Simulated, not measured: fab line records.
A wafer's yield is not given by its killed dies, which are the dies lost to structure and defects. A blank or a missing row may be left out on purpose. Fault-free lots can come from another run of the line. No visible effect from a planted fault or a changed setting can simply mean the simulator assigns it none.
Which of the tools did it? + flow nandHarc + 13 lots, 39 wafers sampled, at 5 steps of a route of 1159

WHAT EACH GAUGE READ, for each wafer
NHARC_END_SORT_01.
| lot  | measured     | on        | killedAtArray | killedAtOther | killedAtPeriphery | killedDies | killedOpen | killedShort |
|------|--------------|-----------|---------------|---------------|-------------------|------------|------------|-------------|
| L229 | day 20 03:16 | prober-01 | 18 12 15      | 0 0 1         | 2 1 1             | 20 13 17   | 4 3 4      | 1 0 1       |
| L232 | day 20 11:05 | prober-01 | 26 16 25      | 0 1 2         | 1 1 1             | 27 18 28   | 1 3 1      | 4 2 4       |
| L230 | day 20 03:14 | prober-02 | 17 26 30      | 1 1 1         | 2 1 1             | 20 28 32   | 2 1 3      | 3 4 0       |
| L231 | day 20 18:53 | prober-02 | 43 35 28      | 1 0 0         | 9 12 6            | 53 47 34   | 5 4 1      | 2 3 3       |
| L233 | day 20 11:06 | prober-02 | 23 14 29      | 1 1 0         | 4 4 0             | 28 19 29   | 2 4 3      | 2 2 2       |
| L234 | day 20 19:58 | prober-01 | 26 23 21      | 0 0 0         | 4 5 3             | 30 28 24   | 1 1 3      | 5 2 2       |
| L236 | day 21 01:51 | prober-02 | 31 37 35      | 0 0 4         | 5 5 3             | 36 42 42   | 4 6 3      | 4 0 4       |
| L237 | day 21 03:46 | prober-01 | 17 26 22      | 0 0 0         | 6 2 1             | 23 28 23   | 2 2 2      | 2 1 4       |
| L235 | day 21 10:22 | prober-02 | 23 19 22      | 0 0 1         | 2 6 4             | 25 25 27   | 3 4 2      | 2 1 2       |
| L239 | day 21 14:31 | prober-01 | 13 10 12      | 0 2 0         | 4 7 5             | 17 19 17   | 3 2 4      | 1 3 2       |
| L238 | day 21 17:23 | prober-02 | 34 27 30      | 0 2 0         | 3 4 5             | 37 33 35   | 3 4 6      | 2 3 3       |
| L244 | day 23 08:03 | prober-02 | 36 78 28      | 1 0 0         | 4 2 2             | 41 80 30   | 4 2 6      | 0 1 1       |
| L249 | day 23 08:01 | prober-01 | 30 79 74      | 0 0 0         | 4 5 2             | 34 84 76   | 4 2 1      | 1 0 1       |

TOOL THAT RAN EACH LOT (tool first, then ch and the chambers of the sampled wafers, then the start)
| lot  | NHARC_A_CONTACT_ETCH_123           | NHARC_THIN_TSV_ETCHBACK_48        | NHARC_THIN_TSV_PVD_19                  | NHARC_THIN_TSV_DESCUM_35          |
|------|------------------------------------|-----------------------------------|----------------------------------------|-----------------------------------|
| L229 | harCapEtch-02 ch 0,1, day 16 21:52 | rieDiel-09 ch 1,2,3, day 19 14:48 | pvdSputter-02, day 19 18:43 or earlier | rieDiel-08 ch 1,2,3, day 19 18:43 |
| L232 | harCapEtch-01 ch 0,1, day 16 22:43 | rieDiel-09 ch 0,1,3, day 19 16:02 | pvdSputter-03, day 19 20:25 or earlier | rieDiel-06 ch 0,1, day 19 20:25   |
| L230 | harCapEtch-03 ch 0,1, day 17 02:36 | rieDiel-09 ch 0,3, day 19 13:37   | pvdSputter-02, day 19 17:28 or earlier | rieDiel-08 ch 0,1, day 19 17:28   |
| L231 | harCapEtch-03 ch 1, day 17 07:58   | rieDiel-09 ch 0,1,3, day 19 19:25 | pvdSputter-01, day 19 23:56 or earlier | rieDiel-09 ch 0,1,2, day 19 23:56 |
| L233 | harCapEtch-03 ch 0,1, day 17 12:16 | rieDiel-06 ch 0,2,3, day 19 17:41 | pvdSputter-03, day 19 22:31 or earlier | rieDiel-09 ch 0,1,2, day 19 22:31 |
| L234 | harCapEtch-03 ch 0,1, day 17 22:07 | rieDiel-09 ch 0,3, day 20 07:05   | pvdSputter-01, day 20 11:14 or earlier | rieDiel-09 ch 0,3, day 20 11:14   |
| L236 | harCapEtch-02 ch 0,1, day 18 02:22 | rieDiel-08 ch 0,2,3, day 20 08:13 | pvdSputter-01, day 20 12:24 or earlier | rieDiel-06 ch 2,3, day 20 12:24   |
| L237 | harCapEtch-01 ch 0,1, day 18 04:46 | rieDiel-06 ch 0,1,3, day 20 13:19 | pvdSputter-01, day 20 17:08 or earlier | rieDiel-06 ch 0,1,3, day 20 17:08 |
| L235 | harCapEtch-02 ch 1, day 18 09:28   | rieDiel-08 ch 0,1,2, day 20 14:29 | pvdSputter-01, day 20 18:21 or earlier | rieDiel-09 ch 0,1,2, day 20 18:21 |
| L239 | harCapEtch-02 ch 0,1, day 18 19:49 | rieDiel-06 ch 0,1,3, day 21 01:41 | pvdSputter-03, day 21 05:41 or earlier | rieDiel-06 ch 0,1,2, day 21 05:41 |
| L238 | harCapEtch-01 ch 0,1, day 18 20:23 | rieDiel-06 ch 0,1,3, day 21 02:59 | pvdSputter-01, day 21 06:38 or earlier | rieDiel-06 ch 2,3, day 21 06:38   |
| L244 | harCapEtch-02 ch 0,1, day 20 02:27 | rieDiel-09 ch 1,2,3, day 22 19:46 | pvdSputter-03, day 22 23:28 or earlier | rieDiel-06 ch 0,2,3, day 22 23:28 |
| L249 | harCapEtch-02 ch 0,1, day 20 16:18 | rieDiel-08 ch 0,2,3, day 22 18:13 | pvdSputter-02, day 22 22:14 or earlier | rieDiel-08 ch 1,2,3, day 22 22:14 |
- NHARC_A_CONTACT_ETCH_123: etches the open film in C4F8/O2/Ar, time 253 s, target depth 1090 nm.
- NHARC_THIN_TSV_ETCHBACK_48: etches the open film in C4F8/Ar, target depth 1028.5 nm, time 405.17 s.
- NHARC_THIN_TSV_PVD_19: deposits TaN, target thk 20 nm.
- NHARC_THIN_TSV_DESCUM_35: chemistry O2, time 3 s.

WHAT THE TOOLS THEMSELVES READ (means of the sampled wafers that have a number; where no wafer has one, the mark that the record gives instead)
NHARC_A_CONTACT_ETCH_123.
| lot  | tool          | oesAirLineAu (a.u.) |
|------|---------------|---------------------|
| L229 | harCapEtch-02 | 0.995               |
| L232 | harCapEtch-01 | 1.023               |
| L230 | harCapEtch-03 | 0.995               |
| L231 | harCapEtch-03 | 0.991               |
| L233 | harCapEtch-03 | 0.984               |
| L234 | harCapEtch-03 | 0.978               |
| L236 | harCapEtch-02 | 1.006               |
| L237 | harCapEtch-01 | 1.008               |
| L235 | harCapEtch-02 | 1.004               |
| L239 | harCapEtch-02 | 1.000               |
| L238 | harCapEtch-01 | 0.990               |
| L244 | harCapEtch-02 | 0.988               |
| L249 | harCapEtch-02 | 1.004               |

NHARC_THIN_TSV_ETCHBACK_48.
| lot  | tool       | biasW (W) | oesProductAu (a.u.) | rfVppV (V) |
|------|------------|-----------|---------------------|------------|
| L229 | rieDiel-09 | 299.4     | 1.00                | 548.6      |
| L232 | rieDiel-09 | 299.2     | 1.00                | 545.3      |
| L230 | rieDiel-09 | 298.7     | 1.01                | 544.4      |
| L231 | rieDiel-09 | 300.6     | 1.01                | 545.9      |
| L233 | rieDiel-06 | 300.0     | 0.96                | 545.2      |
| L234 | rieDiel-09 | 300.8     | 1.00                | 547.0      |
| L236 | rieDiel-08 | 300.1     | 0.93                | 546.1      |
| L237 | rieDiel-06 | 299.4     | 0.96                | 547.5      |
| L235 | rieDiel-08 | 300.1     | 0.93                | 546.7      |
| L239 | rieDiel-06 | 300.5     | 0.93                | 546.6      |
| L238 | rieDiel-06 | 300.1     | 0.99                | 547.0      |
| L244 | rieDiel-09 | 299.0     | 0.92                | 548.5      |
| L249 | rieDiel-08 | 299.2     | 0.93                | 545.3      |

NHARC_THIN_TSV_PVD_19.
| lot  | tool          | throttleValvePct (%) |
|------|---------------|----------------------|
| L229 | pvdSputter-02 | 29.8                 |
| L232 | pvdSputter-03 | 29.1                 |
| L230 | pvdSputter-02 | 29.3                 |
| L231 | pvdSputter-01 | 31.3                 |
| L233 | pvdSputter-03 | 29.8                 |
| L234 | pvdSputter-01 | 31.4                 |
| L236 | pvdSputter-01 | 29.5                 |
| L237 | pvdSputter-01 | 32.1                 |
| L235 | pvdSputter-01 | 30.6                 |
| L239 | pvdSputter-03 | 29.3                 |
| L238 | pvdSputter-01 | 32.1                 |
| L244 | pvdSputter-03 | 29.7                 |
| L249 | pvdSputter-02 | 29.7                 |

NHARC_THIN_TSV_DESCUM_35.
| lot  | tool       | drypumpMotorCurrentA (A) | oesProductAu (a.u.) | rfVppV (V) | showerheadPlenumPTorr (Torr) | throttleValvePct (%) |
|------|------------|--------------------------|---------------------|------------|------------------------------|----------------------|
| L229 | rieDiel-08 | 5.7                      | 1.003               | 58.1       | 1.93                         | 11.320               |
| L232 | rieDiel-06 | 5.8                      | 1.005               | 58.1       | 1.96                         | 11.307               |
| L230 | rieDiel-08 | 5.6                      | 1.006               | 57.2       | 1.92                         | 11.312               |
| L231 | rieDiel-09 | 5.8                      | 1.002               | 58.3       | 1.87                         | 11.318               |
| L233 | rieDiel-09 | 5.8                      | 1.002               | 58.3       | 1.87                         | 11.311               |
| L234 | rieDiel-09 | 5.6                      | 0.990               | 58.3       | 1.90                         | 11.309               |
| L236 | rieDiel-06 | 6.4                      | 1.001               | 57.7       | 1.84                         | 11.315               |
| L237 | rieDiel-06 | 6.0                      | 1.004               | 57.3       | 1.92                         | 11.317               |
| L235 | rieDiel-09 | 5.8                      | 0.995               | 57.3       | 1.87                         | 11.306               |
| L239 | rieDiel-06 | 5.6                      | 1.012               | 57.3       | 1.92                         | 11.307               |
| L238 | rieDiel-06 | 6.4                      | 1.002               | 57.4       | 1.84                         | 11.317               |
| L244 | rieDiel-06 | 6.3                      | 0.996               | 56.9       | 1.88                         | 11.310               |
| L249 | rieDiel-08 | 5.7                      | 1.011               | 58.4       | 1.93                         | 11.307               |

THE ANSWER, worked out from the rows above alone
Rule: the usual values come from the lots themselves. Put in order of their means at a reading, lots are off if they are a third of the lots or fewer, leave a main group of 4 or more, and stand apart from it by a gap of 3 or more times the standard deviation of the main group's means; of several such gaps the widest counts. Not used: any main group whose means are identical at the precision the tables above print for the reading. A lot without any number at a reading at which 4 lots or more have one is off too. Any other lot the step has rows for is counted as sound. First the gauges in route order, then the tools' own readings, where a lot's mean is used as printed above. The first step at which some lot is off is used, and at that step the reading that is off furthest; a lot without a number counts as furthest.
No lot is off at any reading shown: from this, nothing can be told.

WHAT HAD BEEN PUT IN BY THE SIMULATOR
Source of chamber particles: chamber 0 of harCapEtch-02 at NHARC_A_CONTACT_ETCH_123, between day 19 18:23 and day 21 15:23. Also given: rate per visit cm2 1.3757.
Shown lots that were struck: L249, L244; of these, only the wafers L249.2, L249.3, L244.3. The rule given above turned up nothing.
